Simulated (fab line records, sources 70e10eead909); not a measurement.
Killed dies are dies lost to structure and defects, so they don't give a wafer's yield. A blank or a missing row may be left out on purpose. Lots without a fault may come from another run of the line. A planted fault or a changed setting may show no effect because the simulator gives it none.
A struck lot beside a sound one | flow nand_harc | 13 steps out of a route of 1302
Sound: wafers L870.1, L870.3, L870.5. Struck: wafers L875.2, L875.4, L875.5. The cause comes at the end.
At each step with rows: each side's tool, then ch and its chambers, then its first start. Under that, the readings that differ: sound wafers | struck wafers | difference of the means | sigmas: that difference in standard deviations of wafers without a fault.
alike: readings whose means differ by less than 2 such deviations, and words and numbers that are the same on both sides. not compared: withheld readings, readings that some wafer has no value for, bounds like >300 that may hide the same value, and numbers for which the record gives no deviation and whose values overlap.
The two part at a step that has a row with sigmas, a row that says differs or no value, or rows on one side only. Numbers that don't overlap but have no deviation are shown without sigmas and don't part them. A reading that every wafer of one side lacks parts them only if that side has two wafers or more.

NHARC_A_BLC_CVD_24: deposits W, target thk 150 nm, time 434 s.
  sound on cvd_w-01 ch 1; struck on cvd_w-01 ch 0
  alike: heater_power_w, throttle_valve_pct
NHARC_A_BLC_CMP_25: polishes, t overpolish 30 s, target thk 150 nm.
  sound on cmp-04 ch 0,2,3, day 26 18:34; struck on cmp-02 ch 1,2,3, day 28 21:57
  alike: motor_current_A, overpolish_run_s, time_to_endpoint_s
  not compared: pad_life_wafers
then, 1 step without rows for these wafers: NHARC_A_BLC_SRD_27.
NHARC_A_BLC_INSPECT_28:
  sound on defect_inspect-01, day 26 18:56; struck on defect_inspect-01, day 28 22:19
  alike: raw_defect_count
then, 7 steps without rows for these wafers: NHARC_A_M0_DEP_00 (deposits SiOC, target thk 150 nm); NHARC_A_M0_DEHYDRATE_01 (time 120 s); NHARC_A_M0_HMDS_02 (time 30 s); NHARC_A_M0_COAT_33 (time 65 s); NHARC_A_M0_COAT_03 (resist thk 90 nm); NHARC_A_M0_SOFTBAKE_04 (time 55 s); NHARC_A_M0_EBR_05.
NHARC_A_M0_EXPOSE_06: exposes mask A M0, target cd 80 nm.
  sound on arfi_scanner-02 ch 0, day 26 19:42; struck on arfi_scanner-03, day 28 23:04
  no value came back on the struck wafers for exposure_dose_mJ_cm2, focus_offset_nm (nm), reticle_temp_C (C); on the sound wafers exposure_dose_mJ_cm2 reads 83.26 83.23 83.15
  alike: mask
then, 1 step without rows for these wafers: NHARC_A_M0_PEB_07 (peb time 65 s).

WHERE THEY PART
Only at NHARC_A_M0_EXPOSE_06, within this record.

WHY: what the simulator had put in
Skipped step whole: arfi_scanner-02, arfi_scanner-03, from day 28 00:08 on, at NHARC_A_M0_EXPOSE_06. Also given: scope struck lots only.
